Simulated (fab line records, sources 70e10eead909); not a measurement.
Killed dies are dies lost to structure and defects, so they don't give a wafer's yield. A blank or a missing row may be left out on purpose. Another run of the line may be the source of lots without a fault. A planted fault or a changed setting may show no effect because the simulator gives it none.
fab line records	flow nandHarc
record: lots: 6	wafers: 18	lastDay: 31
route steps=1302 shown A_M0@1166 A_M1@1169
lots that met no fault: from a run of the same line without faults
startH: the number of hours between the record's first day and the start of the first shown wafer of the lot	waitH: hours from the lot's prior step to this one	" repeats the value in the row above	L1.1+2: a single row standing in for several wafers	- no value, or no start was given	* or withheld: withheld	< > ~ a bound
route shown NAME@n: names a module that has steps shown in the file, with the first one's number in the route	usual: average and standard deviation across the fault-free wafers	same: alike in all rows	chamber/n: place in a boat	sites: each site's reading	_std_site: standard deviation of those values	_edge_site: the outer-site mean with the inner-site mean subtracted	radiusMm: how far each site lies from the wafer's centre	mask NAME#n: copy n	behind: the last tool/chamber to shape the wafer	hold: what put the lot on hold/how long, in hours/how the hold closed	device: whichever transistor did not switch (one of n, p or np)	end of line: the same wafers' tests at the end of the route	where a step has no rows: the recipe by itself	killed: count of dies lost to structure and defects at first sort (not the wafer's yield)	map: dies across one wafer; x = killed, . = not, _ = none there
set.NAME: the setting as run; set.NAME@STEP: as run at that earlier step	model.NAME: the simulator's own value behind a step, which no gauge read
a table for each step, a row for each wafer; lots at some steps of the route
services: from which hour (startH, from the record's first day; less than 0 if before it) a tool's chamber was out of use, for how many hours, and why
== steps ==
step: NHARC_A_M0_INSPECT_27
usual: rawDefectCount: 536/130
lot.wafer	tool	chamber	startH	waitH	rawDefectCount
L963.1	defectInspect-02	-	535.41	0.0	488
L963.2	"	-	"	"	356
L963.4	"	-	"	"	474
L967.3	defectInspect-02	-	583.53	0.0	447
L967.5	"	-	"	"	501
L967.6	"	-	"	"	598
L966.1	defectInspect-01	-	585.44	0.0	510
L966.2	"	-	"	"	456
L966.3	"	-	"	"	431
L972.1	defectInspect-01	-	627.04	0.0	453
L972.5	"	-	"	"	341
L972.6	"	-	"	"	447
L974.1	defectInspect-01	-	654.61	0.0	606
L974.5	"	-	"	"	672
L974.6	"	-	"	"	583
L979.2	defectInspect-02	-	707.33	0.0	676
L979.3	"	-	"	"	521
L979.4	"	-	"	"	813
step: NHARC_A_M0_PRE_CLEAN_31
recipe: timeS: 12	tempC: 370	rfPowerW: 300	gas: NH3
usual: heaterPowerW: 662/52
lot.wafer	tool	chamber	startH	waitH	heaterPowerW
L963.1	pecvd-01	2	535.49	0.1	632
L963.2	"	0	"	"	679
L963.4	"	1	"	"	661
L967.3	pecvd-01	0	583.59	0.1	666
L967.5	"	1	"	"	690
L967.6	"	2	"	"	708
L966.1	pecvd-04	0	585.51	0.1	633
L966.3	"	1	"	"	694
L966.2	"	2	"	"	693
L972.1	pecvd-04	1	627.12	0.1	610
L972.6	"	0	"	"	605
L972.5	"	1	"	"	611
L974.1	pecvd-04	0	654.69	0.1	605
L974.6	"	2	"	"	689
L974.5	"	0	"	"	593
L979.3	pecvd-03	0	707.40	0.1	709
L979.2	"	1	"	"	715
L979.4	"	1	"	"	690
step: NHARC_A_M0_DEP_32
recipe: targetThkA: 300	tempC: 370	targetThkNm: 30	pressureTorr: 3	flowSccm: 200	rfW: 450	material: SiCN
usual: heaterPowerW: 616/55
lot.wafer	tool	chamber	startH	waitH	heaterPowerW
L963.1	pecvd-01	2	535.60	0.1	641
L963.2	"	0	"	"	523
L963.4	"	1	"	"	662
L967.3	pecvd-01	0	583.67	0.1	512
L967.5	"	1	"	"	604
L967.6	"	2	"	"	690
L966.1	pecvd-04	0	585.59	0.1	574
L966.3	"	1	"	"	606
L966.2	"	2	"	"	625
L972.1	pecvd-04	1	627.23	0.1	565
L972.6	"	0	"	"	548
L972.5	"	1	"	"	553
L974.1	pecvd-04	0	654.80	0.1	539
L974.6	"	2	"	"	596
L974.5	"	0	"	"	532
L979.3	pecvd-03	0	707.48	0.1	587
L979.2	"	1	"	"	606
L979.4	"	1	"	"	621
step: NHARC_A_M1_DEP_00
recipe: targetThkA: 1825	targetThkNm: 182.5	tempC: withheld	pressureTorr: 5	flowSccm: 200	rfW: 600	material: SiOC
step: NHARC_A_M1_DEHYDRATE_01
recipe: tempC: 150	timeS: 120
step: NHARC_A_M1_HMDS_02
recipe: timeS: 30
step: NHARC_A_M1_COAT_34
recipe: tempC: 200	timeS: 65
step: NHARC_A_M1_COAT_03
recipe: spinRpm: 1500	resistThkNm: 90
step: NHARC_A_M1_SOFTBAKE_04
recipe: tempC: 105	timeS: 55
step: NHARC_A_M1_EBR_05
step: NHARC_A_M1_EXPOSE_06
recipe: na: 1.35	targetCdNm: 120	doseMj: 75.13	maskId: A_M1
step: NHARC_A_M1_PEB_07
recipe: pebTempC: 100	pebTimeS: 65
step: NHARC_A_M1_DEVELOP_08
recipe: developTimeS: 35	devTempC: 23
usual: chillPlateTempC: 23.01/0.1	developTimeS: 35/0
lot.wafer	tool	chamber	startH	waitH	chillPlateTempC	developTimeS
L963.1	lithoTrack-01	0	536	-	22.97	35
L963.2	"	0	"	"	22.79	35
L963.4	"	0	"	"	22.79	35
L967.3	lithoTrack-01	-	584	-	-	-
L967.5	"	-	"	"	-	-
L967.6	"	-	"	"	-	-
L966.1	lithoTrack-06	-	586	-	-	-
L966.2	"	-	"	"	-	-
L966.3	"	-	"	"	-	-
L972.1	lithoTrack-01	0	628	-	23.13	35
L972.5	"	0	"	"	23.23	35
L972.6	"	0	"	"	23.15	35
L974.1	lithoTrack-01	0	655	-	22.94	35
L974.5	"	0	"	"	22.96	35
L974.6	"	0	"	"	23.04	35
L979.2	lithoTrack-04	0	708	-	23.03	35
L979.3	"	0	"	"	23.16	35
L979.4	"	0	"	"	23.09	35
step: NHARC_A_M1_CD_MEAS_09
recipe: targetCdNm: 120	landingEnergyEv: 500
usual: cdNm: 120.0/0.46
same: landingEnergyEv: 500
lot.wafer	tool	chamber	startH	waitH	cdNm
L963.1	cdSem-02	0	536.80	-	119.7
L963.2	"	0	"	"	120.2
L963.4	"	0	"	"	119.8
L967.3	cdSem-01	0	584.92	-	-
L967.5	"	0	"	"	-
L967.6	"	0	"	"	-
L966.1	cdSem-03	0	586.83	-	-
L966.2	"	0	"	"	-
L966.3	"	0	"	"	-
L972.1	cdSem-03	0	628.43	-	120.4
L972.5	"	0	"	"	121.4
L972.6	"	0	"	"	120.5
L974.1	cdSem-01	0	656.00	-	120.4
L974.5	"	0	"	"	120.3
L974.6	"	0	"	"	119.8
L979.2	cdSem-01	0	708.61	-	119.8
L979.3	"	0	"	"	119.9
L979.4	"	0	"	"	120.3
== services ==
tool	chamber	startH	hours	kind
lithoTrack-06	-	529.00	7.0	pm
pecvd-03	-	547.19	13.0	pm
pecvd-03	0	547.19	13.0	ventCycle
lithoTrack-04	-	553.00	7.0	pm
pecvd-03	2	585.82	4.0	repair
pecvd-03	0	603.76	3.6	repair
pecvd-04	-	631.11	13.0	pm
pecvd-04	0	631.11	13.0	ventCycle
pecvd-04	1	631.11	13.0	ventCycle
pecvd-04	2	631.11	13.0	ventCycle
pecvd-04	0	644.11	-	clean
pecvd-04	1	644.11	-	clean
pecvd-04	2	644.11	-	clean
pecvd-01	-	647.51	0.3	repair
pecvd-03	-	672.63	1.6	repair
pecvd-01	-	673.00	13.0	pm
pecvd-01	0	673.00	13.0	ventCycle
pecvd-01	1	673.00	13.0	ventCycle
pecvd-01	2	673.00	13.0	ventCycle
lithoTrack-01	-	680.01	7.0	pm
pecvd-01	0	686.00	-	clean
pecvd-01	1	686.00	-	clean
pecvd-01	2	686.00	-	clean
lithoTrack-06	-	704.00	7.0	pm
== key ==
firstSign: step: NHARC_A_M1_DEVELOP_08	reading: toolRecord	direction: missing
effect none on later readings
metAt NHARC_A_M1_DEVELOP_08
struckWafers L966.1,L966.2,L966.3,L967.3,L967.5,L967.6
laterRowsLeftOut L966.1,L966.2,L966.3,L967.3,L967.5,L967.6
sortLeftOut L966.1,L966.2,L966.3,L967.3,L967.5,L967.6
onsetBetween 536 584
fault: kind: skippedStepWhole	tool: lithoTrack-01,lithoTrack-06	chamber: -	onsetH: 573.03	steps: NHARC_A_M1_DEVELOP_08	scope: struckLotsOnly
sortLeftOut: the simulated sort isn't trusted on such a fault, so these wafers' sort isn't shown, and their yield isn't known
laterRowsLeftOut: the simulator's readings of these wafers behind a module that went badly wrong aren't trusted and aren't shown, but for the sort
